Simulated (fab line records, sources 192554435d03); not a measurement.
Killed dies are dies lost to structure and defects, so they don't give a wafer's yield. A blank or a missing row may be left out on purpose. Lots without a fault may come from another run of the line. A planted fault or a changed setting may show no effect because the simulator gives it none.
fab line records | flow n5_finfet | part 2 of 2: steps 27 to 35 of 35
record lots=5 wafers=15 last_day=16
route steps=1938 shown BEOL_M1@824 BEOL_M2@841
lots that met no fault: from a run of the same line without faults
start_h: hours from the record's first day to the start of the lot's first wafer shown | wait_h: hours since the lot's step before | " the same as in the row above | L1.1+2: a row that stands for several wafers | - no value, or no start given | * or withheld: withheld | < > ~ a bound
route shown NAME@n: a module of which the file shows steps, and the number in the route of the first | usual: mean/standard deviation of fault-free wafers | same: alike in all rows | chamber/n: place in a boat | sites: the reading at each site | _std_site: their standard deviation | _edge_site: outer sites' mean less inner sites' | radius_mm: how far each site lies from the wafer's centre | mask NAME#n: copy n | behind: the tool/chamber that last shaped the wafer | hold: why the lot was held/for how many hours/how that ended | device: the transistor (n, p or np) that didn't switch | end of line: the same wafers' tests at the end of the route | a step without rows: its recipe alone | killed: dies lost to structure and defects at the first sort, not the wafer's yield | map: a wafer's dies, x killed, . not, _ none there
set.NAME: the setting as run; set.NAME@STEP: as run at that earlier step | model.NAME: the simulator's own value behind a step, which no gauge read
lots at some steps of the route; a table a step, a row a wafer
services: from which hour (start_h, from the record's first day; less than 0 if before it) a tool's chamber was out of use, for how many hours, and why
## steps
# step N5_BEOL_M2_SOFTBAKE_06
# recipe temp_c=110 time_s=60 resist=CAR-EUV
# same time_s=60
# columns lot.wafer tool chamber start_h wait_h
L076.3+5+6 litho_track-03 0 - -
L077.1+2+3 litho_track-05 0 - -
L081.1+3+4 litho_track-05 0 - -
L082.3+4+5 litho_track-03 0 - -
L092.2+3+6 litho_track-02 0 - -
# step N5_BEOL_M2_EXPOSE_08
# recipe mask_id=M2 na=0.33 source_shape=dipole sigma_inner=0.369 sigma_outer=0.767 polarization=unpolarized dose_mj=41.25
# columns lot.wafer tool chamber start_h wait_h mask
L076.3+5+6 euv_scanner-01 0 164.83 - M2#0
L077.1+2+3 euv_scanner-02 0 165.22 - M2#0
L081.1+3+4 euv_scanner-01 0 175.84 - M2#0
L082.3+4+5 euv_scanner-02 0 178.33 - M2#0
L092.2+3+6 euv_scanner-01 0 242.29 - M2#0
# step N5_BEOL_M2_PEB_09
# recipe peb_temp_c=100 peb_time_s=60 resist=CAR-EUV
# same peb_time_s=60
# columns lot.wafer tool chamber start_h wait_h
L076.3+5+6 litho_track-02 0 164.88 0.0
L077.1+2+3 litho_track-02 0 165.29 0.1
L081.1+3+4 litho_track-05 0 175.91 0.1
L082.3+4+5 litho_track-02 0 178.38 0.0
L092.2+3+6 litho_track-02 0 242.34 0.1
# step N5_BEOL_M2_DEVELOP_10
# recipe develop_time_s=30 developer=TMAH resist=CAR-EUV rinse_liquid=surfactant_rinse dry=air_spin dev_temp_c=23
# columns lot.wafer tool chamber start_h wait_h
L076.3+5+6 litho_track-02 0 - -
L077.1+2+3 litho_track-02 0 - -
L081.1+3+4 litho_track-05 0 - -
L082.3+4+5 litho_track-02 0 - -
L092.2+3+6 litho_track-02 0 - -
# step N5_BEOL_M2_CD_MEAS_11
# recipe target_cd_nm=16.79 landing_energy_ev=500 detector=se_inlens polarity=opening
# usual cd_nm=16.95/0.27
# columns lot.wafer tool chamber start_h wait_h cd_nm
L076.3 cd_sem-02 0 164.95 - 16.52
L076.5 " 0 " " 17.13
L076.6 " 0 " " 16.73
L077.1 cd_sem-02 0 165.35 - 16.92
L077.2 " 0 " " 16.89
L077.3 " 0 " " 16.88
L081.1 cd_sem-03 0 175.98 - 16.63
L081.3 " 0 " " 16.90
L081.4 " 0 " " 16.82
L082.3 cd_sem-03 0 178.45 - 16.87
L082.4 " 0 " " 16.95
L082.5 " 0 " " 17.15
L092.2 cd_sem-02 0 242.41 - 16.90
L092.3 " 0 " " 17.14
L092.6 " 0 " " 17.18
# step N5_BEOL_M2_OVL_MEAS_12
# recipe points_per_wafer=522
# usual M2_OVL=-0.2/0.51
# columns lot.wafer tool chamber start_h wait_h M2_OVL[nm]
L076.3 overlay-01 0 164.99 0.0 -0.2
L076.5 " 0 " " -0.2
L076.6 " 0 " " 0.4
L077.1 overlay-02 0 165.39 0.0 0.4
L077.2 " 0 " " 1.0
L077.3 " 0 " " -0.4
L081.1 overlay-02 0 176.01 0.0 -0.5
L081.3 " 0 " " 0.4
L081.4 " 0 " " -0.1
L082.3 overlay-01 0 178.49 0.0 -0.9
L082.4 " 0 " " -0.2
L082.5 " 0 " " -0.4
L092.2 overlay-01 0 242.45 0.0 -1.0
L092.3 " 0 " " -0.4
L092.6 " 0 " " -1.8
# step N5_BEOL_M2_INSPECT_13
# recipe mode=adi inspect_instrument=brightfield
# usual raw_defect_count=415/91
# columns lot.wafer tool chamber start_h wait_h raw_defect_count
L076.3 defect_inspect-01 - 165.04 0.0 423
L076.5 " - " " 346
L076.6 " - " " 427
L077.1 defect_inspect-01 - 165.44 0.1 373
L077.2 " - " " 486
L077.3 " - " " 253
L081.1 defect_inspect-01 - 176.07 0.1 589
L081.3 " - " " 374
L081.4 " - " " 323
L082.3 defect_inspect-01 - 178.53 0.0 417
L082.4 " - " " 482
L082.5 " - " " 315
L092.2 defect_inspect-01 - 242.50 0.0 460
L092.3 " - " " 429
L092.6 " - " " 499
# step N5_BEOL_M2_DESCUM_16
# recipe chemistry=O2 time_s=7 source_power_w=50 bias_power_w=20 pressure_mtorr=20 rf_frequency_hz=2.712e+07 temp_c=40 resist=CAR-EUV o2_flow_sccm=225
# usual drypump_motor_current_A=5.7/0.41 oes_product_au=0.81/0.079 rf_vpp_V=243.4/1.4 showerhead_plenum_p_Torr=2.11/0.067 temp_c=40.01/0.1 throttle_valve_pct=20.45/0.16
# same time_s=7
# columns lot.wafer tool chamber start_h wait_h drypump_motor_current_A oes_product_au rf_hours_counter_h rf_vpp_V showerhead_plenum_p_Torr temp_c throttle_valve_pct
L076.3 rie_diel-05 1 165.07 0.0 5.9 0.91 31 243.0 2.03 40.15 20.45
L076.5 " 3 " " 6.3 0.67 - 245.0 2.13 40.04 20.49
L076.6 " 0 " " 5.7 0.81 - 243.7 2.12 40.02 20.10
L077.1 rie_diel-01 2 165.48 0.0 4.9 0.93 22 244.8 2.16 39.99 20.34
L077.2 " 3 " " 5.6 0.69 217 243.6 2.17 40.00 20.69
L077.3 " 0 " " 5.4 0.86 60 244.0 2.15 39.98 20.44
L081.1 rie_diel-06 1 176.11 0.0 6.2 0.71 209 241.5 1.97 40.07 20.38
L081.3 " 2 " " 5.3 0.86 50 244.9 2.22 40.04 20.27
L081.4 " 1 " " 6.2 0.71 - 240.9 1.97 40.10 20.39
L082.3 rie_diel-05 3 178.57 0.0 6.3 0.67 245 243.6 2.13 40.22 20.50
L082.4 " 1 " " 5.9 0.90 37 240.6 2.03 40.01 20.47
L082.5 " 2 " " 5.8 0.88 - 242.1 2.05 39.88 20.60
L092.2 rie_diel-01 0 243.22 0.7 5.4 0.82 87 243.9 2.14 40.05 20.47
L092.3 " 1 " " 6.1 0.81 103 242.7 2.11 40.10 20.51
L092.6 " 3 " " 5.6 0.67 - 243.3 2.16 40.01 20.72
# step N5_BEOL_M2_ETCH_74
# recipe chemistry=N2/H2 target=underlayer target_depth_a=65 mask_material=CAR-EUV time_s=5.2 ion_energy_ev=200 pressure_mtorr=30 source_w=840 bias_w=150 n2_flow_sccm=200 h2_flow_sccm=200 ends=cleared
# usual drypump_motor_current_A=5.7/0.41 etch_rf_on_time_s=5.15/0.1 oes_product_au=0.69/0.071 rf_vpp_V=524.4/2.4 showerhead_plenum_p_Torr=2.55/0.079 throttle_valve_pct=17.84/0.18
# columns lot.wafer tool chamber start_h wait_h drypump_motor_current_A etch_rf_on_time_s oes_product_au rf_hours_counter_h rf_vpp_V showerhead_plenum_p_Torr throttle_valve_pct
L076.3 rie_diel-05 1 165.11 0.0 5.9 5.01 0.79 31 523.6 2.47 17.86
L076.5 " 3 " " 6.3 5.09 0.60 - 526.8 2.63 18.12
L076.6 " 0 " " 5.7 5.14 0.69 - 523.4 2.59 17.63
L077.1 rie_diel-01 2 165.51 0.0 4.9 5.00 0.80 22 523.7 2.60 17.63
L077.2 " 3 " " 5.6 5.22 0.59 217 527.7 2.62 18.04
L077.3 " 0 " " 5.4 5.11 0.74 60 524.2 2.56 17.61
L081.1 rie_diel-06 1 176.14 0.0 6.2 5.33 0.60 209 519.9 2.41 17.99
L081.3 " 2 " " 5.3 5.20 0.73 50 528.1 2.69 17.66
L081.4 " 1 " " 6.2 5.28 0.60 - 520.9 2.41 17.99
L082.3 rie_diel-05 3 178.60 0.0 6.3 5.26 0.57 245 527.7 2.62 18.14
L082.4 " 1 " " 5.9 5.15 0.77 37 524.5 2.47 17.84
L082.5 " 2 " " 5.8 5.07 0.76 - 522.0 2.48 17.84
L092.2 rie_diel-01 0 243.26 0.0 5.4 5.19 0.72 87 525.6 2.55 17.66
L092.3 " 1 " " 6.1 5.10 0.69 103 525.6 2.54 17.79
L092.6 " 3 " " 5.6 5.29 0.57 - 525.4 2.60 18.09
## services
# columns tool chamber start_h hours kind
pvd_sputter-02 - 140.26 0.6 repair
euv_scanner-01 - 144.51 1.0 pm
pecvd-04 - 144.83 28.1 pm
cvd_co-01 2 148.60 4.2 repair
cmp-01 - 164.60 2.4 repair
euv_scanner-02 - 166.83 1.0 pm
pecvd-01 - 167.36 1.7 repair
cmp-04 - 185.04 3.2 repair
litho_track-05 - 190.79 - consumable_replace:filter
ecd_cu-02 - 191.73 0.4 repair
cvd_co-02 - 192.37 1.5 repair
pecvd-01 - 200.16 2.8 pm
cmp-03 - 200.43 2.5 repair
euv_scanner-01 - 200.66 1.0 pm
euv_scanner-01 - 217.55 1.8 repair
euv_scanner-02 - 219.86 6.2 pm
cmp-01 - 220.21 6.4 pm
cvd_co-02 - 224.41 0.3 repair
rie_diel-06 3 225.92 16.6 repair
euv_scanner-02 - 226.11 1.0 pm
cmp-01 - 231.02 3.8 repair
euv_scanner-01 - 231.52 4.6 pm
cmp-03 - 233.02 4.0 pm
cmp-01 - 242.13 4.0 pm
